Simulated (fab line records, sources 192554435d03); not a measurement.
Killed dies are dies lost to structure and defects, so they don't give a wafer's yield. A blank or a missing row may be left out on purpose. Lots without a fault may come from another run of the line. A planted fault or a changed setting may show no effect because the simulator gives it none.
Chamber matching | flow n5_finfet | N5_SPACER0_ALD_08 on ald_sin-04: 4 sister chambers
The step deposits SiNx, target thk 2 nm. 7 wafers are shown with their chamber, then 7 later ones without.

WAFERS WITH THEIR CHAMBER
wafer  | chamber | heater_power_w (W)
L079.5 | 0       | 892
L087.3 | 2       | 869
L088.1 | 2       | 887
L088.2 | 3       | 771
L088.4 | 1       | 679
L089.1 | 1       | 705
L089.4 | 3       | 740

WAFERS WITHOUT THEIR CHAMBER
wafer  | heater_power_w (W)
L089.6 | 887
L090.1 | 903
L090.4 | 722
L090.6 | 707
L092.2 | 901
L092.4 | 886
L092.6 | 785

WHICH CHAMBER EACH WENT THROUGH
wafer  | from the rows above     | in truth
L089.6 | can't be placed: 0 or 2 | 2
L090.1 | can't be placed: 0 or 2 | 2
L090.4 | can't be placed: 1 or 3 | 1
L090.6 | can't be placed: 1 or 3 | 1
L092.2 | can't be placed: 0 or 2 | 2
L092.4 | can't be placed: 0 or 2 | 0
L092.6 | 3                       | 3
Placed correctly: 1 of 7. Can't be placed from these rows: 6 (the true chamber is among the candidates in 6). Placed wrongly: 0.
How it was worked out, from the rows above alone: a wafer's distance from a chamber is the root of the sum, over the readings, of the square of ((its reading less the chamber's mean) divided by the reading's scatter). The wafer belongs to the nearest chamber; if the next one is less than 2 further off, it can't be placed. A chamber's mean is the mean of its shown wafers. The scatter: the root of (the sum of the squares of (reading less its chamber's mean) over the shown wafers, divided by (wafers less chambers)).
